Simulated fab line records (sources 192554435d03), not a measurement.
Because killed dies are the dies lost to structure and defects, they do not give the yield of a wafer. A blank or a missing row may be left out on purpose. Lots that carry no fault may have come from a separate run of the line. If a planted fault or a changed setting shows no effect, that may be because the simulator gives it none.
Lot-split experiment    flow n5_finfet    7 lots, 21 wafers read, on a route of 1938 steps

== ABOUT THE SPLIT ==
At N5_BEOL_M0_SAQP_ETCH_107 (etches SiNx in CH3F/O2, target depth 30 nm), the setting source_w was moved away from the recipe's 395 W on 8 of the 21 wafers read, by -12.2% to -5.0%. All remaining wafers had this setting at the recipe value.

Reading taken at the split's own step.

== THE READING ==
rf_vpp_V, in V, at N5_BEOL_M0_SAQP_ETCH_107 (etches SiNx in CH3F/O2, target depth 30 nm). On this fab line, fault-free wafers typically give 296 V with a standard deviation of 4.3 V.

wafer   tool, chamber at the split  source_w as run, W  against the recipe  rf_vpp_V, V  against lot-mates on the recipe
L074.1  rie_diel-05, 1              395                 recipe              289          -
L074.3  rie_diel-05, 2              395                 recipe              290          -
L074.4  rie_diel-05, 1              395                 recipe              289          -
L078.1  rie_diel-04, 0              395                 recipe              300          -
L078.2  rie_diel-04, 2              395                 recipe              296          -
L078.5  rie_diel-04, 1              355.3               -10.1%              319          +21
L079.1  rie_diel-05, 3              347                 -12.2%              313          +24
L079.3  rie_diel-05, 1              395                 recipe              288          -
L079.4  rie_diel-05, 2              395                 recipe              291          -
L084.1  rie_diel-02, 3              395                 recipe              294          -
L084.2  rie_diel-02, 2              395                 recipe              298          -
L084.4  rie_diel-02, 0              375.1               -5.0%               308          +12
L085.3  rie_diel-05, 2              373                 -5.6%               298          +5
L085.4  rie_diel-05, 3              395                 recipe              293          -
L085.5  rie_diel-05, 1              373                 -5.6%               296          +3
L086.1  rie_diel-02, 3              369                 -6.6%               302          no lot-mate on the recipe
L086.3  rie_diel-02, 1              369                 -6.6%               308          no lot-mate on the recipe
L086.5  rie_diel-02, 2              369                 -6.6%               307          no lot-mate on the recipe
L089.3  rie_diel-05, 3              395                 recipe              295          -
L089.5  rie_diel-05, 1              395                 recipe              288          -
L089.6  rie_diel-05, 0              395                 recipe              298          -

THE FIT
A straight line over all 21 wafers: rf_vpp_V changes by -1.9 V for each +1% of source_w; r = -0.85; the points scatter about the line by 4.6 V.
The same after taking each lot's own level away (the mean of its wafers on the recipe; 18 wafers): -1.83 V for each +1%; r = -0.91; scatter 3.2 V.
That fit puts the effect of the largest move of source_w on the reading at 22 V.
From 289.3 to 298.0 V: that is the span of the lots' own levels, equal to 2.0 times the standard deviation above.
The two slopes are in agreement: the lot-to-lot level therefore moves the slope only a little.
Check: with one of the wafers moved furthest among these (-12.2%) left out of the fit, the line predicts +20.5 V for it against its lot-mates. Against them it came out at +23.5 V.
Tool readings at the split's step, against how far the setting was moved: rf_vpp_V r = -0.85.

== THESE WAFERS: OTHER SPLITS ==
Before the reading, these wafers also passed through other splits. Each is held against what the fit with the lots' levels taken away leaves over:
other split on the same wafers          wafers away from the commonest value  r with rf_vpp_V (lot level and that fit taken away)
N5_MOL_CONTACT_COAG_COAT_78 spin_rpm    10                                    +0.13
N5_MOL_CONTACT_COAG_EXPOSE_37 dose_mj   9                                     +0.35
N5_MOL_CONTACT_COAG_ALD_133 ald_cycles  6                                     +0.15

== THE FILE'S OWN FIT ==
rf_vpp_V changes by -1.92 V for each +1% of source_w, r = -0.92.
